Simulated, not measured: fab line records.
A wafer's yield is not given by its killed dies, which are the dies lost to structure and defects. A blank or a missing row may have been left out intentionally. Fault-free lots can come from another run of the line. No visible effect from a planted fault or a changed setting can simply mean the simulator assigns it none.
fab line records | flow nandHarc
record: lots: 6 | wafers: 18 | lastDay: 33
route steps=1302 shown A_SOURCE_PLATE@416 A_ONON_D1@424
lots with no fault: from the same line, run without faults
startH: start of the lot's first displayed wafer, in hours after the record's first day | waitH: time in hours since the lot's previous step | " the same as in the row above | L1.1+2: several wafers, shown together as one row | - no value, or no start was given | * or withheld: withheld | < > ~ a bound
route shown NAME@n: NAME is a module with steps in the file, n the number in the route of the first one | usual: average and standard deviation across the fault-free wafers | same: alike in all rows | chamber/n: place in a boat | sites: per-site readings | _std_site: standard deviation across them | _edge_site: inner sites' mean taken away from outer sites' mean | radiusMm: how far each site lies from the wafer's centre | mask NAME#n: copy n | behind: the tool/chamber that last shaped the wafer | hold: why the lot went on hold/how many hours it stayed there/how the hold came to an end | device: the n, p or np transistor that did not switch | end of line: at the end of the route, the tests of the same wafers | a step with no rows: only its recipe | killed: the dies lost at the first sort to structure and to defects; this is not the yield of the wafer | map: dies across one wafer; x = killed, . = not, _ = none there
set.NAME: the run value of the setting; set.NAME@STEP: its run value at that earlier step | model.NAME: the simulator's own value behind a step, which no gauge read
certain route steps with their lots: each step a table, each wafer a row
services: from which hour (startH, from the record's first day; less than 0 if before it) a tool's chamber was out of use, for how many hours, and why
== steps ==
step: NHARC_A_SOURCE_PLATE_THK_MEAS_09
recipe: thkMeasGauge: ellipsometry
usual: thkNm: 9.8/1.1
lot.wafer | tool         | chamber | startH | waitH | thkNm
L817.2    | filmMetro-02 | -       | 146.51 | 0.4   | 9.3
L817.5    | "            | -       | "      | "     | 9.7
L817.6    | "            | -       | "      | "     | 9.3
L821.1    | filmMetro-01 | -       | 184.60 | 0.4   | 8.9
L821.2    | "            | -       | "      | "     | 8.4
L821.3    | "            | -       | "      | "     | 11.1
L828.2    | filmMetro-02 | -       | 257.82 | 0.4   | 9.0
L828.3    | "            | -       | "      | "     | 10.0
L828.4    | "            | -       | "      | "     | 7.7
L829.2    | filmMetro-02 | -       | 265.46 | 0.4   | 11.3
L829.3    | "            | -       | "      | "     | 9.9
L829.6    | "            | -       | "      | "     | 9.1
L833.1    | filmMetro-01 | -       | 319.05 | 0.4   | 9.5
L833.3    | "            | -       | "      | "     | 11.8
L833.6    | "            | -       | "      | "     | 11.3
L838.1    | filmMetro-02 | -       | 367.54 | 0.4   | 8.8
L838.3    | "            | -       | "      | "     | 9.5
L838.5    | "            | -       | "      | "     | 11.3
step: NHARC_A_SOURCE_PLATE_PVD_04
recipe: targetThkA: 500 | material: WSi2
step: NHARC_A_SOURCE_PLATE_CVD_03
recipe: targetThkA: 2000 | tempC: 620 | pressureMtorr: 200 | timeS: 4000 | material: poly-Si
step: NHARC_A_SOURCE_PLATE_ANNEAL_05
recipe: tempC: 850 | timeS: 1800
step: NHARC_A_SOURCE_PLATE_THK_MEAS_06
recipe: thkMeasGauge: ellipsometry
usual: thkNm: 199.0/2.4
lot.wafer | tool         | chamber | startH | waitH | thkNm
L817.2    | filmMetro-02 | -       | 159.39 | 0.4   | 202.0
L817.5    | "            | -       | "      | "     | 203.5
L817.6    | "            | -       | "      | "     | 202.1
L821.1    | filmMetro-02 | -       | 197.59 | 0.4   | 201.4
L821.2    | "            | -       | "      | "     | 197.5
L821.3    | "            | -       | "      | "     | 198.8
L828.2    | filmMetro-01 | -       | 270.45 | 0.4   | 201.3
L828.3    | "            | -       | "      | "     | 203.3
L828.4    | "            | -       | "      | "     | 202.7
L829.2    | filmMetro-01 | -       | 279.70 | 0.4   | 199.7
L829.3    | "            | -       | "      | "     | 202.0
L829.6    | "            | -       | "      | "     | 201.7
L833.1    | filmMetro-01 | -       | 334.31 | 0.4   | 197.6
L833.3    | "            | -       | "      | "     | 198.2
L833.6    | "            | -       | "      | "     | 200.7
L838.1    | filmMetro-01 | -       | 380.62 | 0.4   | 199.1
L838.3    | "            | -       | "      | "     | 197.0
L838.5    | "            | -       | "      | "     | 198.5
step: NHARC_A_SOURCE_PLATE_INSPECT_08
usual: rawDefectCount: 56/24
lot.wafer | tool             | chamber | startH | waitH | rawDefectCount
L817.2    | defectInspect-01 | -       | 159.45 | 0.0   | 73
L817.5    | "                | -       | "      | "     | 63
L817.6    | "                | -       | "      | "     | 50
L821.1    | defectInspect-02 | -       | 197.70 | 0.0   | 92
L821.2    | "                | -       | "      | "     | 82
L821.3    | "                | -       | "      | "     | 54
L828.2    | defectInspect-02 | -       | 270.51 | 0.0   | 50
L828.3    | "                | -       | "      | "     | 25
L828.4    | "                | -       | "      | "     | 32
L829.2    | defectInspect-02 | -       | 279.76 | 0.0   | 58
L829.3    | "                | -       | "      | "     | 39
L829.6    | "                | -       | "      | "     | 40
L833.1    | defectInspect-01 | -       | 334.37 | 0.0   | 40
L833.3    | "                | -       | "      | "     | 65
L833.6    | "                | -       | "      | "     | 58
L838.1    | defectInspect-02 | -       | 380.68 | 0.0   | 34
L838.3    | "                | -       | "      | "     | 39
L838.5    | "                | -       | "      | "     | 39
step: NHARC_A_ONON_D1_DEP_00
recipe: targetThkA: 10000 | n2FlowSccm: 2750 | n2oFlowSccm: 2000 | nh3FlowSccm: 500 | sih4FlowSccm: 210 | tempC: 400
step: NHARC_A_ONON_D1_THK_MEAS_02
recipe: thkMeasGauge: ellipsometry
usual: thkNm: 998/9.5
lot.wafer | tool         | chamber | startH | waitH | thkNm
L817.2    | filmMetro-02 | -       | 160.03 | -     | 993
L817.5    | "            | -       | "      | "     | 993
L817.6    | "            | -       | "      | "     | 993
L821.1    | filmMetro-02 | -       | 198.27 | -     | 1010
L821.2    | "            | -       | "      | "     | 1010
L821.3    | "            | -       | "      | "     | 1010
L828.2    | filmMetro-02 | -       | 271.09 | -     | 999
L828.3    | "            | -       | "      | "     | 998
L828.4    | "            | -       | "      | "     | 999
L829.2    | filmMetro-01 | -       | 280.34 | -     | 1000
L829.3    | "            | -       | "      | "     | 1002
L829.6    | "            | -       | "      | "     | 1001
L833.1    | filmMetro-01 | -       | 334.94 | -     | 998
L833.3    | "            | -       | "      | "     | 996
L833.6    | "            | -       | "      | "     | 997
L838.1    | filmMetro-01 | -       | 381.26 | -     | 1004
L838.3    | "            | -       | "      | "     | 1003
L838.5    | "            | -       | "      | "     | 1005
step: NHARC_A_ONON_D1_DEP_03
recipe: targetThkA: 10000 | n2FlowSccm: 2750 | n2oFlowSccm: 2000 | nh3FlowSccm: 500 | sih4FlowSccm: 210 | tempC: 400
step: NHARC_A_ONON_D1_THK_MEAS_05
recipe: thkMeasGauge: ellipsometry
usual: thkNm: 999/6.9
lot.wafer | tool         | chamber | startH | waitH | thkNm
L817.2    | filmMetro-02 | -       | 160.60 | -     | 988
L817.5    | "            | -       | "      | "     | 987
L817.6    | "            | -       | "      | "     | 990
L821.1    | filmMetro-02 | -       | 198.84 | -     | 1000
L821.2    | "            | -       | "      | "     | 1002
L821.3    | "            | -       | "      | "     | 1001
L828.2    | filmMetro-01 | -       | 271.67 | -     | 1006
L828.3    | "            | -       | "      | "     | 1006
L828.4    | "            | -       | "      | "     | 1006
L829.2    | filmMetro-01 | -       | 280.91 | -     | 1005
L829.3    | "            | -       | "      | "     | 1004
L829.6    | "            | -       | "      | "     | 1003
L833.1    | filmMetro-02 | -       | 335.51 | -     | 1005
L833.3    | "            | -       | "      | "     | 1006
L833.6    | "            | -       | "      | "     | 1006
L838.1    | filmMetro-01 | -       | 381.82 | -     | 998
L838.3    | "            | -       | "      | "     | 996
L838.5    | "            | -       | "      | "     | 996
step: NHARC_A_ONON_D1_DEP_06
recipe: targetThkA: 10000 | n2FlowSccm: 2750 | n2oFlowSccm: 2000 | nh3FlowSccm: 500 | sih4FlowSccm: 210 | tempC: 400
lot.wafer  | tool         | chamber | startH | waitH
L817.2+5+6 | pecvdOnon-01 | 0       | 160.71 | 0.1
L821.1+2+3 | pecvdOnon-04 | 0       | 198.89 | 0.1
L828.2+3+4 | pecvdOnon-04 | 0       | 271.78 | 0.1
L829.2+3+6 | pecvdOnon-04 | 0       | 281.02 | 0.1
L833.1+3+6 | pecvdOnon-02 | 0       | 335.57 | 0.1
L838.1+3+5 | pecvdOnon-02 | 0       | 381.88 | 0.1
step: NHARC_A_ONON_D1_THK_MEAS_08
recipe: thkMeasGauge: ellipsometry
usual: thkNm: 998/12
lot.wafer | tool         | chamber | startH | waitH | thkNm
L817.2    | filmMetro-02 | -       | 161.17 | -     | 997
L817.5    | "            | -       | "      | "     | 995
L817.6    | "            | -       | "      | "     | 995
L821.1    | filmMetro-01 | -       | 199.40 | -     | 986
L821.2    | "            | -       | "      | "     | 988
L821.3    | "            | -       | "      | "     | 986
L828.2    | filmMetro-02 | -       | 272.23 | -     | 1070
L828.3    | "            | -       | "      | "     | 1067
L828.4    | "            | -       | "      | "     | 1066
L829.2    | filmMetro-02 | -       | 281.48 | -     | 1068
L829.3    | "            | -       | "      | "     | 1067
L829.6    | "            | -       | "      | "     | 1069
L833.1    | filmMetro-01 | -       | 336.07 | -     | 992
L833.3    | "            | -       | "      | "     | 991
L833.6    | "            | -       | "      | "     | 991
L838.1    | filmMetro-01 | -       | 382.39 | -     | 1008
L838.3    | "            | -       | "      | "     | 1008
L838.5    | "            | -       | "      | "     | 1007
step: NHARC_A_ONON_D1_DEP_09
recipe: targetThkA: 10000 | n2FlowSccm: 2750 | n2oFlowSccm: 2000 | nh3FlowSccm: 500 | sih4FlowSccm: 210 | tempC: 400
== services ==
tool         | chamber | startH | hours | kind
pecvdOnon-04 | -       | 160.60 | 4.0   | repair
pecvdOnon-02 | -       | 185.00 | 13.0  | pm
pecvdOnon-01 | -       | 269.10 | 13.0  | pm
pecvdOnon-04 | -       | 311.05 | 13.0  | pm
pecvdOnon-02 | -       | 366.00 | 13.0  | pm
== key ==
firstSign: step: NHARC_A_ONON_D1_THK_MEAS_08 | reading: thkNm | direction: up | sigmas: 5.7 | usual: 998 | struck: 1068
effect none on later readings
metAt NHARC_A_ONON_D1_DEP_06
struckWafers L828.2,L828.3,L828.4,L829.2,L829.3,L829.6
laterRowsLeftOut L828.2,L828.3,L828.4,L829.2,L829.3,L829.6
sortLeftOut L828.2,L828.3,L828.4,L829.2,L829.3,L829.6
testerLeftOut L828,L829
onsetBetween 198.89 271.78
fault: kind: processParameterDrift | tool: pecvdOnon-04 | chamber: - | onsetH: 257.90 | steps: NHARC_A_ONON_D1_DEP_06 | channel: targetThkA | offset: * | shape: step | endH: 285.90 | actsIn: * | stated: *
testerLeftOut: of these lots the tester's yield and bins aren't shown, on N5 and GAA mostly nor the transistor test; their killed dies are dies lost to structure and defects alone, not to doping, threshold or leakage, so they don't give the yield
sortLeftOut: the simulated sort isn't trusted on such a fault, so these wafers' sort isn't shown, and their yield isn't known
laterRowsLeftOut: the simulator's readings of these wafers behind a module that went badly wrong aren't trusted and aren't shown, but for the sort
